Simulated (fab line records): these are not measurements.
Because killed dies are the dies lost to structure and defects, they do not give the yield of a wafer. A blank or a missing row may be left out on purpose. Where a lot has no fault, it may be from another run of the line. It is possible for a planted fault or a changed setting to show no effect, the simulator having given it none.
Matching of chambers ; flow n5 finfet ; N5_BEOL_M0_SAQP_MANDREL_ETCH_103 on rie si-03 has 4 sister chambers
The step etches a-Si in HBr/Cl2, stops on SiCN, target depth 45 nm, bt time 10 s, time 27 s. 18 wafers are shown with their chamber, then 9 later ones without.

WAFERS WITH THEIR CHAMBER
wafer;chamber;drypump motor current A (A);oes product au (a.u.);bias w (W)
L074.2;3;5.75;0.682;75.00
L074.3;0;5.85;0.679;75.22
L074.4;1;5.93;0.677;75.09
L076.2;2;6.24;0.680;74.78
L076.3;0;5.85;0.666;74.98
L076.5;1;5.91;0.682;75.28
L075.4;2;6.27;0.683;75.64
L075.5;3;5.74;0.687;75.26
L075.6;2;6.26;0.677;74.87
L078.1;0;5.88;0.675;75.19
L078.3;3;5.73;0.686;75.28
L078.4;1;5.88;0.682;75.04
L080.2;3;5.73;0.680;75.24
L080.3;2;6.28;0.678;74.65
L080.6;3;5.74;0.687;74.92
L086.4;3;5.75;0.670;74.54
L086.5;2;6.28;0.673;74.97
L086.6;1;5.85;0.673;74.79

SIGNATURES (means of the wafers above)
reading;chamber 0;chamber 1;chamber 2;chamber 3;scatter within a chamber
drypump motor current A;5.8600;5.8925;6.2660;5.7400;0.0203
oes product au;0.67333;0.67850;0.67820;0.68200;0.00544
bias w;75.1300;75.0500;74.9820;75.0400;0.288
Rule: for each reading, subtract the chamber's mean from the wafer's reading, divide by that reading's scatter and square the result; add these up over the readings and take the root, which gives the wafer's distance from the chamber. If the next closest chamber is less than 2 further off than the closest, the wafer can't be placed; otherwise it belongs to the closest. How the scatter is found: for the shown wafers, subtract from each reading the mean of its chamber, square and add these, divide the total by (wafers less chambers), then take the root.

WAFERS WITH NO CHAMBER GIVEN
wafer;drypump motor current A (A);oes product au (a.u.);bias w (W)
L087.2;5.90;0.678;75.02
L087.4;6.27;0.681;74.91
L087.5;6.26;0.680;75.21
L088.2;5.88;0.674;75.07
L088.3;5.87;0.673;75.12
L088.5;5.90;0.676;75.30
L095.2;5.91;0.678;75.05
L095.3;5.85;0.668;74.77
L095.6;5.75;0.684;75.21

WHICH CHAMBER EACH WENT THROUGH
wafer;from the rows above;in truth
L087.2;can't be placed: 1 or 0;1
L087.4;2;2
L087.5;2;2
L088.2;can't be placed: 0 or 1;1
L088.3;can't be placed: 0 or 1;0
L088.5;can't be placed: 1 or 0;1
L095.2;can't be placed: 1 or 0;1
L095.3;can't be placed: 0 or 1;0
L095.6;3;3
3 of 9 placed correctly. From these rows, 6 cannot be placed; in 6 the true chamber is one of the candidates. Number placed wrongly: 0.
